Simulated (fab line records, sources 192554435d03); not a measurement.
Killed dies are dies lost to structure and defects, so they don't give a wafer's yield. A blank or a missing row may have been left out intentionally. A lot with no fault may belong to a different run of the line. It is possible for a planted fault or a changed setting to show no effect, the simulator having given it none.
Which tool was responsible? :: flow n5Finfet :: Sampling: 24 lots, 72 wafers, 5 of 1938 route steps

== WHAT THE GAUGES SHOWED, per wafer ==
N5_BEOL_M2_OVL_MEAS_12. Usual: for M2_OVL the level is -0.5 nm and the standard deviation is 0.8.
lot: L074
measured: day 6 17:54
on: overlay-02
M2_OVL (nm): -0.8 0.3 -0.7
flag: 

lot: L075
measured: day 6 18:13
on: overlay-01
M2_OVL (nm): -0.2 0.1 -0.5
flag: 

lot: L077
measured: day 6 23:11
on: overlay-02
M2_OVL (nm): 0.2 0.1 0.2
flag: 

lot: L076
measured: day 7 01:01
on: overlay-01
M2_OVL (nm): 0.0 -0.1 0.8
flag: 

lot: L078
measured: day 7 16:23
on: overlay-01
M2_OVL (nm): -0.1 -1.6 -0.6
flag: 

lot: L079
measured: day 7 16:39
on: overlay-01
M2_OVL (nm): 0.6 0.1 -0.7
flag: 

lot: L080
measured: day 7 19:53
on: overlay-01
M2_OVL (nm): -0.5 -1.8 -0.9
flag: 

lot: L081
measured: day 8 00:04
on: overlay-01
M2_OVL (nm): -0.5 -0.2 -1.3
flag: 

lot: L082
measured: day 8 09:40
on: overlay-01
M2_OVL (nm): -0.9 -0.6 -0.1
flag: 

lot: L083
measured: day 8 14:46
on: overlay-01
M2_OVL (nm): -0.6 -1.0 -0.5
flag: 

lot: L086
measured: day 9 08:24
on: overlay-01
M2_OVL (nm): -1.9 -1.7 -0.6
flag: 

lot: L084
measured: day 9 08:22
on: overlay-02
M2_OVL (nm): 0.0 -0.3 -0.8
flag: 

lot: L085
measured: day 9 10:24
on: overlay-01
M2_OVL (nm): -1.1 -2.3 -2.1
flag: 

lot: L087
measured: day 9 22:04
on: overlay-02
M2_OVL (nm): -1.7 -1.0 -0.5
flag: 

lot: L088
measured: day 9 22:46
on: overlay-01
M2_OVL (nm): -1.1 0.2 -0.3
flag: 

lot: L089
measured: day 10 04:43
on: overlay-02
M2_OVL (nm): -0.2 -0.2 -1.4
flag: 

lot: L090
measured: day 10 10:09
on: overlay-02
M2_OVL (nm): -0.6 -1.7 -1.5
flag: 

lot: L091
measured: day 10 13:37
on: overlay-01
M2_OVL (nm): -0.4 -1.0 -0.5
flag: 

lot: L093
measured: day 11 03:51
on: overlay-02
M2_OVL (nm): 0.3 -0.2 0.7
flag: 

lot: L092
measured: day 11 08:33
on: overlay-01
M2_OVL (nm): 0.6 0.5 0.5
flag: 

lot: L094
measured: day 11 12:15
on: overlay-01
M2_OVL (nm): 1.0 1.2 0.3
flag: 

lot: L095
measured: day 12 11:59
on: overlay-01
M2_OVL (nm): -0.2 -1.7 -0.5
flag: 

lot: L096
measured: day 12 16:57
on: overlay-01
M2_OVL (nm): 0.5 0.9 -0.4
flag: 

lot: L097
measured: day 12 17:50
on: overlay-01
M2_OVL (nm): -0.1 0.0 -0.9
flag: 

== TOOL THAT RAN EACH LOT (tool first, then ch and the chambers of the sampled wafers, then the start) ==
lot: L074
N5_BEOL_M1_SPUTTER_88: pvdSputter-02, day 6 11:27
N5_BEOL_M1_SPUTTER_90: pvdSputter-02, day 6 11:40
N5_BEOL_M1_ANNEAL_95: pvdSputter-02, day 6 12:11
N5_BEOL_M1_ANNEAL_51: rtpAnneal-02 ch 0, day 6 12:40

lot: L075
N5_BEOL_M1_SPUTTER_88: pvdSputter-01, day 6 14:23
N5_BEOL_M1_SPUTTER_90: pvdSputter-01, day 6 14:37
N5_BEOL_M1_ANNEAL_95: pvdSputter-01, day 6 15:08
N5_BEOL_M1_ANNEAL_51: rtpAnneal-02 ch 0, day 6 15:28

lot: L077
N5_BEOL_M1_SPUTTER_88: pvdSputter-01, day 6 19:45
N5_BEOL_M1_SPUTTER_90: pvdSputter-01, day 6 19:58
N5_BEOL_M1_ANNEAL_95: pvdSputter-01, day 6 20:29
N5_BEOL_M1_ANNEAL_51: rtpAnneal-01 ch 0, day 6 20:52

lot: L076
N5_BEOL_M1_SPUTTER_88: pvdSputter-01, day 6 21:35
N5_BEOL_M1_SPUTTER_90: pvdSputter-01, day 6 21:49
N5_BEOL_M1_ANNEAL_95: pvdSputter-01, day 6 22:20
N5_BEOL_M1_ANNEAL_51: rtpAnneal-01 ch 0, day 6 22:44

lot: L078
N5_BEOL_M1_SPUTTER_88: pvdSputter-01, day 7 09:16
N5_BEOL_M1_SPUTTER_90: pvdSputter-01, day 7 09:29
N5_BEOL_M1_ANNEAL_95: pvdSputter-01, day 7 10:01
N5_BEOL_M1_ANNEAL_51: rtpAnneal-02 ch 0, day 7 10:20

lot: L079
N5_BEOL_M1_SPUTTER_88: pvdSputter-03, day 7 11:30
N5_BEOL_M1_SPUTTER_90: pvdSputter-03, day 7 11:43
N5_BEOL_M1_ANNEAL_95: pvdSputter-03, day 7 12:14
N5_BEOL_M1_ANNEAL_51: rtpAnneal-02 ch 0, day 7 12:37

lot: L080
N5_BEOL_M1_SPUTTER_88: pvdSputter-02, day 7 16:50
N5_BEOL_M1_SPUTTER_90: pvdSputter-02, day 7 17:04
N5_BEOL_M1_ANNEAL_95: pvdSputter-02, day 7 17:35
N5_BEOL_M1_ANNEAL_51: rtpAnneal-01 ch 0, day 7 17:55

lot: L081
N5_BEOL_M1_SPUTTER_88: pvdSputter-02, day 7 21:22
N5_BEOL_M1_SPUTTER_90: pvdSputter-02, day 7 21:35
N5_BEOL_M1_ANNEAL_95: pvdSputter-02, day 7 22:06
N5_BEOL_M1_ANNEAL_51: rtpAnneal-02 ch 0, day 7 22:29

lot: L082
N5_BEOL_M1_SPUTTER_88: pvdSputter-03, day 8 03:40
N5_BEOL_M1_SPUTTER_90: pvdSputter-03, day 8 03:53
N5_BEOL_M1_ANNEAL_95: pvdSputter-03, day 8 04:24
N5_BEOL_M1_ANNEAL_51: rtpAnneal-02 ch 0, day 8 04:50

lot: L083
N5_BEOL_M1_SPUTTER_88: pvdSputter-03, day 8 11:53
N5_BEOL_M1_SPUTTER_90: pvdSputter-03, day 8 12:07
N5_BEOL_M1_ANNEAL_95: pvdSputter-03, day 8 12:38
N5_BEOL_M1_ANNEAL_51: rtpAnneal-01 ch 0, day 8 13:03

lot: L086
N5_BEOL_M1_SPUTTER_88: pvdSputter-02, day 9 03:58
N5_BEOL_M1_SPUTTER_90: pvdSputter-02, day 9 04:11
N5_BEOL_M1_ANNEAL_95: pvdSputter-02, day 9 04:43
N5_BEOL_M1_ANNEAL_51: rtpAnneal-01 ch 0, day 9 05:02

lot: L084
N5_BEOL_M1_SPUTTER_88: pvdSputter-01, day 9 04:03
N5_BEOL_M1_SPUTTER_90: pvdSputter-01, day 9 04:16
N5_BEOL_M1_ANNEAL_95: pvdSputter-01, day 9 04:47
N5_BEOL_M1_ANNEAL_51: rtpAnneal-02 ch 0, day 9 05:10

lot: L085
N5_BEOL_M1_SPUTTER_88: pvdSputter-01, day 9 06:10
N5_BEOL_M1_SPUTTER_90: pvdSputter-01, day 9 06:23
N5_BEOL_M1_ANNEAL_95: pvdSputter-01, day 9 06:55
N5_BEOL_M1_ANNEAL_51: rtpAnneal-02 ch 0, day 9 07:27

lot: L087
N5_BEOL_M1_SPUTTER_88: pvdSputter-02, day 9 18:02
N5_BEOL_M1_SPUTTER_90: pvdSputter-02, day 9 18:15
N5_BEOL_M1_ANNEAL_95: pvdSputter-02, day 9 18:46
N5_BEOL_M1_ANNEAL_51: rtpAnneal-02 ch 0, day 9 19:11

lot: L088
N5_BEOL_M1_SPUTTER_88: pvdSputter-03, day 9 18:57
N5_BEOL_M1_SPUTTER_90: pvdSputter-03, day 9 19:10
N5_BEOL_M1_ANNEAL_95: pvdSputter-03, day 9 19:41
N5_BEOL_M1_ANNEAL_51: rtpAnneal-02 ch 0, day 9 20:02

lot: L089
N5_BEOL_M1_SPUTTER_88: pvdSputter-03, day 10 01:26
N5_BEOL_M1_SPUTTER_90: pvdSputter-03, day 10 01:39
N5_BEOL_M1_ANNEAL_95: pvdSputter-03, day 10 02:10
N5_BEOL_M1_ANNEAL_51: rtpAnneal-02 ch 0, day 10 02:31

lot: L090
N5_BEOL_M1_SPUTTER_88: pvdSputter-03, day 10 07:28
N5_BEOL_M1_SPUTTER_90: pvdSputter-03, day 10 07:41
N5_BEOL_M1_ANNEAL_95: pvdSputter-03, day 10 08:13
N5_BEOL_M1_ANNEAL_51: rtpAnneal-02 ch 0, day 10 08:40

lot: L091
N5_BEOL_M1_SPUTTER_88: pvdSputter-02, day 10 10:55
N5_BEOL_M1_SPUTTER_90: pvdSputter-02, day 10 11:08
N5_BEOL_M1_ANNEAL_95: pvdSputter-02, day 10 11:40
N5_BEOL_M1_ANNEAL_51: rtpAnneal-02 ch 0, day 10 12:00

lot: L093
N5_BEOL_M1_SPUTTER_88: pvdSputter-02, day 11 00:10
N5_BEOL_M1_SPUTTER_90: pvdSputter-02, day 11 00:23
N5_BEOL_M1_ANNEAL_95: pvdSputter-02, day 11 00:54
N5_BEOL_M1_ANNEAL_51: rtpAnneal-01 ch 0, day 11 01:17

lot: L092
N5_BEOL_M1_SPUTTER_88: pvdSputter-01, day 11 05:41
N5_BEOL_M1_SPUTTER_90: pvdSputter-01, day 11 05:55
N5_BEOL_M1_ANNEAL_95: pvdSputter-01, day 11 06:26
N5_BEOL_M1_ANNEAL_51: rtpAnneal-01 ch 0, day 11 06:54

lot: L094
N5_BEOL_M1_SPUTTER_88: pvdSputter-03, day 11 09:22
N5_BEOL_M1_SPUTTER_90: pvdSputter-03, day 11 09:35
N5_BEOL_M1_ANNEAL_95: pvdSputter-03, day 11 10:06
N5_BEOL_M1_ANNEAL_51: rtpAnneal-02 ch 0, day 11 10:26

lot: L095
N5_BEOL_M1_SPUTTER_88: pvdSputter-02, day 12 07:57
N5_BEOL_M1_SPUTTER_90: pvdSputter-02, day 12 08:10
N5_BEOL_M1_ANNEAL_95: pvdSputter-02, day 12 08:41
N5_BEOL_M1_ANNEAL_51: rtpAnneal-02 ch 0, day 12 09:04

lot: L096
N5_BEOL_M1_SPUTTER_88: pvdSputter-03, day 12 13:16
N5_BEOL_M1_SPUTTER_90: pvdSputter-03, day 12 13:29
N5_BEOL_M1_ANNEAL_95: pvdSputter-03, day 12 14:01
N5_BEOL_M1_ANNEAL_51: rtpAnneal-01 ch 0, day 12 14:21

lot: L097
N5_BEOL_M1_SPUTTER_88: pvdSputter-02, day 12 13:36
N5_BEOL_M1_SPUTTER_90: pvdSputter-02, day 12 13:49
N5_BEOL_M1_ANNEAL_95: pvdSputter-02, day 12 14:20
N5_BEOL_M1_ANNEAL_51: rtpAnneal-01 ch 0, day 12 14:40
- N5_BEOL_M1_SPUTTER_88: material Cu, target thk 4.5 nm, time 8.29 s.
- N5_BEOL_M1_SPUTTER_90: material Cu, target thk 4.5 nm, time 8.29 s.
- N5_BEOL_M1_ANNEAL_95: time 240 s.
- N5_BEOL_M1_ANNEAL_51: time 90 s.

== WHAT THE TOOLS THEMSELVES READ (means of the sampled wafers that have a number; where no wafer has one, the mark that the record gives instead) ==
N5_BEOL_M1_SPUTTER_88. Usual: susceptorTempC -19.98 C, standard deviation 0.098; throttleValvePct 30.9 %, standard deviation 0.75.
lot: L074
tool: pvdSputter-02
susceptorTempC (C): -20.10
throttleValvePct (%): 31.2
flag: 

lot: L075
tool: pvdSputter-01
susceptorTempC (C): -20.04
throttleValvePct (%): 30.7
flag: 

lot: L077
tool: pvdSputter-01
susceptorTempC (C): -19.96
throttleValvePct (%): 31.3
flag: 

lot: L076
tool: pvdSputter-01
susceptorTempC (C): -19.89
throttleValvePct (%): 30.8
flag: 

lot: L078
tool: pvdSputter-01
susceptorTempC (C): -19.89
throttleValvePct (%): 31.7
flag: 

lot: L079
tool: pvdSputter-03
susceptorTempC (C): -20.00
throttleValvePct (%): 30.5
flag: 

lot: L080
tool: pvdSputter-02
susceptorTempC (C): -19.91
throttleValvePct (%): 31.5
flag: 

lot: L081
tool: pvdSputter-02
susceptorTempC (C): -20.02
throttleValvePct (%): 30.5
flag: 

lot: L082
tool: pvdSputter-03
susceptorTempC (C): -20.08
throttleValvePct (%): 30.4
flag: 

lot: L083
tool: pvdSputter-03
susceptorTempC (C): -19.97
throttleValvePct (%): 30.8
flag: 

lot: L086
tool: pvdSputter-02
susceptorTempC (C): -19.95
throttleValvePct (%): 31.2
flag: 

lot: L084
tool: pvdSputter-01
susceptorTempC (C): -19.91
throttleValvePct (%): 31.2
flag: 

lot: L085
tool: pvdSputter-01
susceptorTempC (C): -20.06
throttleValvePct (%): 31.0
flag: 

lot: L087
tool: pvdSputter-02
susceptorTempC (C): -19.97
throttleValvePct (%): 30.8
flag: 

lot: L088
tool: pvdSputter-03
susceptorTempC (C): -20.00
throttleValvePct (%): 30.5
flag: 

lot: L089
tool: pvdSputter-03
susceptorTempC (C): -19.98
throttleValvePct (%): 30.3
flag: 

lot: L090
tool: pvdSputter-03
susceptorTempC (C): -20.03
throttleValvePct (%): 31.0
flag: 

lot: L091
tool: pvdSputter-02
susceptorTempC (C): -19.94
throttleValvePct (%): 31.3
flag: 

lot: L093
tool: pvdSputter-02
susceptorTempC (C): -20.06
throttleValvePct (%): 31.3
flag: 

lot: L092
tool: pvdSputter-01
susceptorTempC (C): -19.88
throttleValvePct (%): 30.7
flag: 

lot: L094
tool: pvdSputter-03
susceptorTempC (C): -19.98
throttleValvePct (%): 30.7
flag: 

lot: L095
tool: pvdSputter-02
susceptorTempC (C): -20.03
throttleValvePct (%): 31.3
flag: 

lot: L096
tool: pvdSputter-03
susceptorTempC (C): -19.96
throttleValvePct (%): 30.2
flag: 

lot: L097
tool: pvdSputter-02
susceptorTempC (C): -19.95
throttleValvePct (%): 30.7
flag: 

N5_BEOL_M1_SPUTTER_90. Usual: susceptorTempC -20.01 C, standard deviation 0.1; throttleValvePct 30.9 %, standard deviation 0.75.
lot: L074
tool: pvdSputter-02
susceptorTempC (C): -20.00
throttleValvePct (%): 31.0
flag: 

lot: L075
tool: pvdSputter-01
susceptorTempC (C): -20.07
throttleValvePct (%): 30.7
flag: 

lot: L077
tool: pvdSputter-01
susceptorTempC (C): -20.00
throttleValvePct (%): 31.3
flag: 

lot: L076
tool: pvdSputter-01
susceptorTempC (C): -19.86
throttleValvePct (%): 30.7
flag: 

lot: L078
tool: pvdSputter-01
susceptorTempC (C): -20.04
throttleValvePct (%): 31.6
flag: 

lot: L079
tool: pvdSputter-03
susceptorTempC (C): -20.10
throttleValvePct (%): 30.4
flag: 

lot: L080
tool: pvdSputter-02
susceptorTempC (C): -20.08
throttleValvePct (%): 31.5
flag: 

lot: L081
tool: pvdSputter-02
susceptorTempC (C): -20.02
throttleValvePct (%): 30.5
flag: 

lot: L082
tool: pvdSputter-03
susceptorTempC (C): -20.02
throttleValvePct (%): 30.5
flag: 

lot: L083
tool: pvdSputter-03
susceptorTempC (C): -20.01
throttleValvePct (%): 30.6
flag: 

lot: L086
tool: pvdSputter-02
susceptorTempC (C): -19.91
throttleValvePct (%): 31.3
flag: 

lot: L084
tool: pvdSputter-01
susceptorTempC (C): -19.98
throttleValvePct (%): 31.2
flag: 

lot: L085
tool: pvdSputter-01
susceptorTempC (C): -19.87
throttleValvePct (%): 31.1
flag: 

lot: L087
tool: pvdSputter-02
susceptorTempC (C): -20.01
throttleValvePct (%): 30.9
flag: 

lot: L088
tool: pvdSputter-03
susceptorTempC (C): -20.06
throttleValvePct (%): 30.6
flag: 

lot: L089
tool: pvdSputter-03
susceptorTempC (C): -20.06
throttleValvePct (%): 30.4
flag: 

lot: L090
tool: pvdSputter-03
susceptorTempC (C): -20.02
throttleValvePct (%): 31.1
flag: 

lot: L091
tool: pvdSputter-02
susceptorTempC (C): -19.97
throttleValvePct (%): 31.3
flag: 

lot: L093
tool: pvdSputter-02
susceptorTempC (C): -19.95
throttleValvePct (%): 31.0
flag: 

lot: L092
tool: pvdSputter-01
susceptorTempC (C): -20.12
throttleValvePct (%): 30.7
flag: 

lot: L094
tool: pvdSputter-03
susceptorTempC (C): -20.02
throttleValvePct (%): 30.5
flag: 

lot: L095
tool: pvdSputter-02
susceptorTempC (C): -20.15
throttleValvePct (%): 31.4
flag: 

lot: L096
tool: pvdSputter-03
susceptorTempC (C): -20.03
throttleValvePct (%): 30.2
flag: 

lot: L097
tool: pvdSputter-02
susceptorTempC (C): -20.00
throttleValvePct (%): 30.8
flag: 

N5_BEOL_M1_ANNEAL_95. Usual: heaterPowerW 831 W, standard deviation 86; susceptorTempC 400.01 C, standard deviation 0.23.
lot: L074
tool: pvdSputter-02
heaterPowerW (W): 854
susceptorTempC (C): 400.13
flag: 

lot: L075
tool: pvdSputter-01
heaterPowerW (W): 792
susceptorTempC (C): 399.90
flag: 

lot: L077
tool: pvdSputter-01
heaterPowerW (W): 765
susceptorTempC (C): 400.15
flag: 

lot: L076
tool: pvdSputter-01
heaterPowerW (W): 789
susceptorTempC (C): 399.90
flag: 

lot: L078
tool: pvdSputter-01
heaterPowerW (W): 819
susceptorTempC (C): 400.12
flag: 

lot: L079
tool: pvdSputter-03
heaterPowerW (W): 896
susceptorTempC (C): 399.92
flag: 

lot: L080
tool: pvdSputter-02
heaterPowerW (W): 859
susceptorTempC (C): 400.15
flag: 

lot: L081
tool: pvdSputter-02
heaterPowerW (W): 829
susceptorTempC (C): 399.78
flag: 

lot: L082
tool: pvdSputter-03
heaterPowerW (W): 878
susceptorTempC (C): 400.07
flag: 

lot: L083
tool: pvdSputter-03
heaterPowerW (W): 860
susceptorTempC (C): 399.84
flag: 

lot: L086
tool: pvdSputter-02
heaterPowerW (W): 856
susceptorTempC (C): 399.94
flag: 

lot: L084
tool: pvdSputter-01
heaterPowerW (W): 829
susceptorTempC (C): 400.13
flag: 

lot: L085
tool: pvdSputter-01
heaterPowerW (W): 802
susceptorTempC (C): 399.76
flag: 

lot: L087
tool: pvdSputter-02
heaterPowerW (W): 826
susceptorTempC (C): 399.99
flag: 

lot: L088
tool: pvdSputter-03
heaterPowerW (W): 843
susceptorTempC (C): 399.93
flag: 

lot: L089
tool: pvdSputter-03
heaterPowerW (W): 776
susceptorTempC (C): 400.00
flag: 

lot: L090
tool: pvdSputter-03
heaterPowerW (W): 913
susceptorTempC (C): 400.27
flag: 

lot: L091
tool: pvdSputter-02
heaterPowerW (W): 849
susceptorTempC (C): 400.19
flag: 

lot: L093
tool: pvdSputter-02
heaterPowerW (W): 861
susceptorTempC (C): 399.97
flag: 

lot: L092
tool: pvdSputter-01
heaterPowerW (W): 734
susceptorTempC (C): 400.25
flag: 

lot: L094
tool: pvdSputter-03
heaterPowerW (W): 853
susceptorTempC (C): 399.99
flag: 

lot: L095
tool: pvdSputter-02
heaterPowerW (W): 866
susceptorTempC (C): 399.82
flag: 

lot: L096
tool: pvdSputter-03
heaterPowerW (W): 780
susceptorTempC (C): 400.02
flag: 

lot: L097
tool: pvdSputter-02
heaterPowerW (W): 841
susceptorTempC (C): 400.20
flag: 

N5_BEOL_M1_ANNEAL_51. Usual: 225.76 for wafer_temp_C_max, sd 0.27.
lot: L074
tool: rtpAnneal-02
wafer_temp_C_max: 225.88
flag: 

lot: L075
tool: rtpAnneal-02
wafer_temp_C_max: 225.60
flag: 

lot: L077
tool: rtpAnneal-01
wafer_temp_C_max: 225.87
flag: 

lot: L076
tool: rtpAnneal-01
wafer_temp_C_max: 226.06
flag: 

lot: L078
tool: rtpAnneal-02
wafer_temp_C_max: 225.63
flag: 

lot: L079
tool: rtpAnneal-02
wafer_temp_C_max: 225.48
flag: 

lot: L080
tool: rtpAnneal-01
wafer_temp_C_max: 226.13
flag: 

lot: L081
tool: rtpAnneal-02
wafer_temp_C_max: 225.61
flag: 

lot: L082
tool: rtpAnneal-02
wafer_temp_C_max: 225.64
flag: 

lot: L083
tool: rtpAnneal-01
wafer_temp_C_max: 226.13
flag: 

lot: L086
tool: rtpAnneal-01
wafer_temp_C_max: 226.09
flag: 

lot: L084
tool: rtpAnneal-02
wafer_temp_C_max: 225.70
flag: 

lot: L085
tool: rtpAnneal-02
wafer_temp_C_max: 225.79
flag: 

lot: L087
tool: rtpAnneal-02
wafer_temp_C_max: 225.55
flag: 

lot: L088
tool: rtpAnneal-02
wafer_temp_C_max: 225.68
flag: 

lot: L089
tool: rtpAnneal-02
wafer_temp_C_max: 225.58
flag: 

lot: L090
tool: rtpAnneal-02
wafer_temp_C_max: 225.51
flag: 

lot: L091
tool: rtpAnneal-02
wafer_temp_C_max: 225.57
flag: 

lot: L093
tool: rtpAnneal-01
wafer_temp_C_max: 225.83
flag: 

lot: L092
tool: rtpAnneal-01
wafer_temp_C_max: 226.08
flag: 

lot: L094
tool: rtpAnneal-02
wafer_temp_C_max: 225.68
flag: 

lot: L095
tool: rtpAnneal-02
wafer_temp_C_max: 225.42
flag: 

lot: L096
tool: rtpAnneal-01
wafer_temp_C_max: 226.05
flag: 

lot: L097
tool: rtpAnneal-01
wafer_temp_C_max: 225.94
flag: 

== THE ANSWER, worked out from the rows above alone ==
Rule: lot off if the mean of its wafers having a number is beyond 3 standard deviations from the usual mean. A lot without any number at a reading at which 4 lots or more have one is off too. All remaining lots with rows at the step are treated as sound. Order of review: gauges by route order, followed by the tools' own readings, for which a lot's mean as printed above is used. The first step at which some lot is off is used, and at that step the reading that is off furthest; a lot without a number counts as furthest.
None of the lots is off at any reading shown; this tells nothing.

== WHAT THE SIMULATOR HAD INSERTED ==
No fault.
